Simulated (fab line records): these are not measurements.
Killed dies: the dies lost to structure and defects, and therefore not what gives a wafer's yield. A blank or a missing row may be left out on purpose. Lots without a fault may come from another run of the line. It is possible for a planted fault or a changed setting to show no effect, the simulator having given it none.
Struck lot and sound lot, side by side / flow nand_harc / 15 steps out of a route of 1159
Sound: these wafers, L128.2, L128.3, L128.6. Struck: wafer L138.2 (L138.1, L138.4, from the same lot, were not struck and are left out); the cause is given at the end.
Order at every step that has rows: each side's tool, ch and its chambers, its first start. Under that, the readings that differ: sound wafers / struck wafers / difference of the means / sigmas: that difference in standard deviations of wafers without a fault.
alike: same words and numbers on both sides, and readings whose means sit less than 2 such deviations apart. not compared: any withheld reading, any reading some wafer has no value for, any bound like >300 that may hide the same value, and any number with overlapping values for which the record gives no deviation.
Wherever a step has rows on one side only, a row that says differs or no value, or a row with sigmas, the two part there. Numbers that have no deviation but don't overlap get no sigmas and don't part them. A reading that every wafer of one side lacks parts them only if that side has two wafers or more.

first, 4 steps without rows for these wafers: NHARC_A_CONTACT_ETCH_78 (etches the open film in O2/COS, target depth 2800 nm, time 728 s); NHARC_A_CONTACT_ETCH_124 (etches the open film in C4F8/O2/Ar, time 140 s, target depth 700 nm); NHARC_A_CONTACT_ETCH_125 (etches the open film in C4F8/O2/Ar, time 155 s, target depth 956 nm); NHARC_A_CONTACT_ETCH_126 (etches the open film in C4F8/O2/Ar, time 155 s, target depth 956 nm).
NHARC_A_CONTACT_ETCH_127: etches the open film in C4F8/O2/Ar, time 155 s, target depth 956 nm.
  sound on har_cap_etch-02 ch 0,1, day 17 06:17; struck on har_cap_etch-02 ch 0, day 20 02:10
  not compared: rf_hours_counter_h
then, 1 step without rows for these wafers: NHARC_A_CONTACT_ETCH_128 (etches the open film in C4F8/O2/Ar, time 155 s, target depth 956 nm).
NHARC_A_CONTACT_ETCH_129: etches the open film in C4F8/O2/Ar, time 155 s, target depth 956 nm.
  sound on har_cap_etch-02 ch 0,1, day 17 06:34; struck on har_cap_etch-02 ch 0, day 20 02:27
  not compared: rf_hours_counter_h
then, 2 steps without rows for these wafers: NHARC_A_CONTACT_ETCH_130 (etches the open film in C4F8/O2/Ar, time 155 s, target depth 956 nm); NHARC_A_CONTACT_ETCH_131 (etches the open film in C4F8/O2/Ar, time 155 s, target depth 956 nm).
NHARC_A_CONTACT_ETCH_132: etches the open film in C4F8/O2/Ar, time 156 s, target depth 958 nm.
  sound on har_cap_etch-02 ch 0,1, day 17 06:59; struck on har_cap_etch-02 ch 0, day 20 02:53
  not compared: rf_hours_counter_h
NHARC_A_CONTACT_ETCH_133: etches the open film in C4F8/O2/Ar, time 195 s, target depth 840 nm.
  sound on har_cap_etch-02 ch 0,1, day 17 07:08; struck on har_cap_etch-02 ch 0, day 20 03:01
  not compared: rf_hours_counter_h
NHARC_A_CONTACT_ETCH_91: etches the open film in CH3F/O2, target depth 40 nm, time 85.7 s.
  sound on rie_diel-01 ch 0,1, day 17 07:42; struck on rie_diel-04 ch 2, day 20 03:35
reading=drypump_motor_current_A (A); sound=5.1 4.9 4.9; struck=6.3; difference=+1.3; sigmas=+2
  alike: oes_product_au, rf_vpp_V, showerhead_plenum_p_Torr, throttle_valve_pct
  not compared: rf_hours_counter_h
NHARC_A_CONTACT_ETCH_97: etches the open film in C4F6/O2, target depth 20 nm, time 10 s.
  sound on rie_diel-01 ch 0,1,3, day 17 07:50; struck on rie_diel-04 ch 0, day 20 03:46
reading=oes_product_au (a.u.); sound=0.992 1.002 1.012; struck=0.766; difference=-0.236; sigmas=-9
  alike: drypump_motor_current_A, rf_vpp_V, showerhead_plenum_p_Torr, throttle_valve_pct
  not compared: rf_hours_counter_h
NHARC_A_CONTACT_CD_MEAS_80:
  sound on cd_sem-03 at day 17 07:56; struck on cd_sem-01 at day 20 03:50
  alike: cd_nm
-- break in the record here, with 2 days between the starts of the struck wafers on either side (left off in module A_CONTACT, picked up again in module END, where the first step shown is number 1159 on the route) --
NHARC_END_SORT_01:
  only the struck wafers appear in the record here, on prober-02 ch 0 at day 22 14:18; the sound ones have no rows

WHERE THEY PART
Earliest at NHARC_A_CONTACT_ETCH_91; latest, in this record, at NHARC_END_SORT_01.

WHY: the cause the simulator had injected
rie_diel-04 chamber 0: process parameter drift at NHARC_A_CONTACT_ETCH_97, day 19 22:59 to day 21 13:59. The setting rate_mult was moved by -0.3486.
